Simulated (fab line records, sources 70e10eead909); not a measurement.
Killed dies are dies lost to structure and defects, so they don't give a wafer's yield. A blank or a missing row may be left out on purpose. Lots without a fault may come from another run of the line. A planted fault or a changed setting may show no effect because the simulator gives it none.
Which tool did it? | flow nand_harc | 12 lots, 36 wafers sampled, at 1 step of a route of 1302

WHAT THE GAUGES READ, wafer by wafer
NHARC_A_CONTACT_OVL_MEAS_43.
lot  | measured     | on         | overlay_x_nm (nm)
L075 | day 21 21:02 | overlay-02 | -0.6 -0.3 -0.2
L079 | day 22 22:14 | overlay-02 | -0.8 -0.7 -1.0
L078 | day 23 05:43 | overlay-01 | -2.2 -2.0 -2.6
L081 | day 24 06:05 | overlay-01 | -0.7 -0.1 0.0
L083 | day 25 00:14 | overlay-01 | -0.5 -0.4 -0.6
L084 | day 25 15:55 | overlay-01 | 0.6 0.7 0.7
L087 | day 26 20:44 | overlay-01 | 0.9 1.2 0.7
L088 | day 27 12:25 | overlay-01 | -0.7 -0.2 -0.4
L091 | day 28 21:01 | overlay-01 | -0.8 -1.2 -0.5
L092 | day 29 02:42 | overlay-02 | -0.7 -0.6 -0.4
L095 | day 30 08:41 | overlay-02 | 0.5 -0.5 -0.6
L096 | day 31 22:22 | overlay-02 | -1.6 -0.3 -0.9

WHICH TOOL RAN EACH LOT (tool, then ch and the chambers of the sampled wafers, then the start)
The record holds no process step before these readings.

THE ANSWER, worked out from the rows above alone
Rule: what is usual is taken from the lots themselves. Put in order of their means at a reading, lots are off if they are a third of the lots or fewer, leave a main group of 4 or more, and stand apart from it by a gap of 3 or more times the standard deviation of the main group's means; of several such gaps the widest counts. A main group whose means are all the same, to the digits that the tables above print for the reading, isn't used. A lot without any number at a reading at which 4 lots or more have one is off too. The other lots that the step has rows for count as sound.
No lot is off at any reading shown: from this, nothing can be told.

WHAT THE SIMULATOR HAD PUT IN
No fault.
